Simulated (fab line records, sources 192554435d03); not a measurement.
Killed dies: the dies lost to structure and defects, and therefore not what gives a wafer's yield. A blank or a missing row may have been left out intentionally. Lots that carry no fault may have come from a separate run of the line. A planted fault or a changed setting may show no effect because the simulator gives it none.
Problem report in the 8D (eight disciplines) form, filled by code	flow n5 finfet	the parts of the form that need people (team, actions taken, sign-off) are left out

== 1. WHAT WENT WRONG ==
Wafers without a fault read 5.18 s, standard deviation 0.085; etch rf on time s at N5_BEOL_M6_ETCH_72 reads a mean of 3.39 s on 2 wafers belonging to 2 lots. Relative to the usual mean, that is a shift of -21 standard deviations.
The step: etches underlayer in N2/H2, target depth 6.5 nm, time 5.2 s.
First seen on wafer L619.2, day 12 00:14, on rie diel-04. At this step, 28 wafers from 10 lots have a number in the record. By rule, "out" or "out of limits" means more than 4 standard deviations away from the usual mean. All remaining wafers that have a number are taken as sound.

== 2. WHAT IT IS; WHAT IT IS NOT ==
question	is	is not
which readings at this step	etch rf on time s	drypump motor current A, rf fwd power W, rf vpp V, showerhead plenum p Torr, throttle valve pct
which lots	L619, L620	L609, L612, L614, L618, L625, L629, L630, L631
which wafers of those lots	L619.2, L620.2	L619.1, L620.3
read on which tools	rie diel-04	rie diel-01, rie diel-02
when	from day 12 00:14	up to then (13 sound wafers); but 13 sound wafers of L620, L625, L629, L630, L631 came after

== 3. WHAT RULES OUT EACH SUSPECT ==
Counting: a tool at a process step up to the reading stays a suspect if it ran every lot that is out. Sound lots after the first of them don't rule it out here, since some wafers of a struck lot are sound.
- rie diel-04 at N5_BEOL_M6_ETCH_72 (etches underlayer in N2/H2, target depth 6.5 nm, time 5.2 s): kept. It processed each lot that is out (first: L619, day 12 00:14); up to then, its last sound lot is L618 (day 11 02:19). Out on those wafers are its own readings of etch rf on time s.
- Within rie diel-04 at N5_BEOL_M6_ETCH_72: the wafers that are out ran in chamber 1; their sound lot-mates ran in chamber 3.
After counting, what remains is rie diel-04 at N5_BEOL_M6_ETCH_72.

== 4. THE CAUSE (what the simulator had put in) ==
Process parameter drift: rie diel-04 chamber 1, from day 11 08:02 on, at N5_BEOL_M6_ETCH_72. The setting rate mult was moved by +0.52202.
This tool alone remained once counting was done.

== 5. SEQUENCE OF EFFECTS, ordered by route ==
Rows list readings where the struck wafers' mean (over those with a number) sits beyond 3 standard deviations from the usual. Only readings for which the record gives a usual standard deviation are gone through. hours: the time from each lot's start at the first step in this table that gives one to its start at this step, as a median over the lots. sigmas: the change in usual standard deviations.
hours	step	reading	usual	on struck wafers	change	sigmas
0	N5_BEOL_M6_ETCH_72	etch rf on time s	5.18 s	3.39	-1.79	-21
0	N5_BEOL_M6_ETCH_72	oes product au	0.68 a.u.	0.93	+0.25	+3.5
Process steps it contains:
- N5_BEOL_M6_ETCH_72: etches underlayer in N2/H2, target depth 6.5 nm, time 5.2 s.

== 6. HOW IT WOULD HAVE BEEN CAUGHT EARLIER ==
In this record no reading fell out of limits until day 12 00:14, 16 hours after the fault had begun at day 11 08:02.
